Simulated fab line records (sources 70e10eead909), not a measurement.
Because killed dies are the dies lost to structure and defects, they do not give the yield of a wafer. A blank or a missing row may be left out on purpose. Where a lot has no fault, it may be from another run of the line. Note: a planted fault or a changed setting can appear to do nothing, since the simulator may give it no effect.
Chamber matching :: flow nand harc :: ald metal-03 running NHARC_A_CONTACT_ALD_18: 4 sister chambers
The step deposits TiN, target thk 3 nm, pulse time 1 s, ald cycles 150. 8 wafers are shown with their chamber, then 9 later ones without.

== WAFERS WITH THEIR CHAMBER ==
wafer: L078.4
chamber: 0
heater power w (W): 1078
precursor pulse height rel: 0.998

wafer: L079.2
chamber: 3
heater power w (W): 1028
precursor pulse height rel: 1.036

wafer: L079.4
chamber: 0
heater power w (W): 1060
precursor pulse height rel: 0.989

wafer: L079.5
chamber: 2
heater power w (W): 1129
precursor pulse height rel: 0.996

wafer: L079.6
chamber: 1
heater power w (W): 1064
precursor pulse height rel: 1.011

wafer: L083.1
chamber: 2
heater power w (W): 1121
precursor pulse height rel: 0.980

wafer: L083.2
chamber: 1
heater power w (W): 1071
precursor pulse height rel: 1.018

wafer: L083.4
chamber: 3
heater power w (W): 1025
precursor pulse height rel: 1.000

== WAFERS MISSING THEIR CHAMBER ==
wafer: L089.2
heater power w (W): 1038
precursor pulse height rel: 0.970

wafer: L089.3
heater power w (W): 1165
precursor pulse height rel: 1.010

wafer: L089.4
heater power w (W): 1036
precursor pulse height rel: 0.975

wafer: L093.3
heater power w (W): 1142
precursor pulse height rel: 1.028

wafer: L093.4
heater power w (W): 1062
precursor pulse height rel: 1.013

wafer: L093.5
heater power w (W): 1166
precursor pulse height rel: 1.021

wafer: L097.1
heater power w (W): 1124
precursor pulse height rel: 1.028

wafer: L097.3
heater power w (W): 998
precursor pulse height rel: 1.009

wafer: L097.4
heater power w (W): 1027
precursor pulse height rel: 0.992

== CHAMBER TAKEN BY EACH ==
wafer: L089.2
from the rows above: can't be placed: 3 or 0 or 1
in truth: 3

wafer: L089.3
from the rows above: 2
in truth: 2

wafer: L089.4
from the rows above: can't be placed: 3 or 0 or 1
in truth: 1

wafer: L093.3
from the rows above: 2
in truth: 2

wafer: L093.4
from the rows above: can't be placed: 1 or 0
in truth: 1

wafer: L093.5
from the rows above: 2
in truth: 2

wafer: L097.1
from the rows above: 2
in truth: 2

wafer: L097.3
from the rows above: 3
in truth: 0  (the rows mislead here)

wafer: L097.4
from the rows above: 3
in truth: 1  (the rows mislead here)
4 of 9 placed correctly. These rows do not allow placing 3 (true chamber among the candidates in 3). Wrongly placed: 2.
How it was worked out, from the rows above alone: a wafer's distance from a chamber is the root of the sum, over the readings, of the square of ((its reading less the chamber's mean) divided by the reading's scatter). The wafer belongs to the nearest chamber; if the next one is less than 2 further off, it can't be placed. For every chamber, the mean is computed from those of its wafers that are shown. The scatter: the root of (the sum of the squares of (reading less its chamber's mean) over the shown wafers, divided by (wafers less chambers)).
